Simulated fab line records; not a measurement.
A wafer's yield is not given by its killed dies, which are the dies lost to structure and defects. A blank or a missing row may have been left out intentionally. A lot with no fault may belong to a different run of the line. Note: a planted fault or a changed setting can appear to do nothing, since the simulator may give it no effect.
Matching of chambers	flow n5Finfet	N5_BEOL_M9_DESCUM_16 on rieDiel-03: 4 sister chambers
The step chemistry O2, time 7.9 s. 8 wafers are shown with their chamber, then 7 later ones without.

WAFERS WITH THEIR CHAMBER
wafer	chamber	drypumpMotorCurrentA (A)	showerheadPlenumPTorr (Torr)
L074.4	3	5.4	2.08
L075.5	1	5.1	2.11
L089.5	0	6.3	2.05
L087.2	3	5.4	2.07
L087.4	0	6.3	2.05
L087.5	2	5.8	2.15
L094.1	2	5.7	2.14
L094.2	1	5.1	2.10

WAFERS WHOSE CHAMBER IS MISSING
wafer	drypumpMotorCurrentA (A)	showerheadPlenumPTorr (Torr)
L094.3	5.5	2.07
L095.2	5.7	2.14
L095.3	5.4	2.07
L095.6	5.7	2.14
L097.1	5.4	2.06
L097.3	5.7	2.14
L097.6	5.1	2.10

CHAMBER TAKEN BY EACH
wafer	from the rows above	in truth
L094.3	3	3
L095.2	2	2
L095.3	3	3
L095.6	2	2
L097.1	3	3
L097.3	2	2
L097.6	1	1
Correct placement for 7 of the 7. From these rows, 0 cannot be placed. Placed wrongly: 0.
How it was worked out, from the rows above alone: a wafer's distance from a chamber is the root of the sum, over the readings, of the square of ((its reading less the chamber's mean) divided by the reading's scatter). If the next closest chamber is less than 2 further off than the closest, the wafer can't be placed; otherwise it belongs to the closest. Each chamber's mean is taken over the wafers shown for it. The scatter: take each reading less its chamber's mean, square it, sum over the shown wafers, divide by the number of wafers less the number of chambers, and take the root.
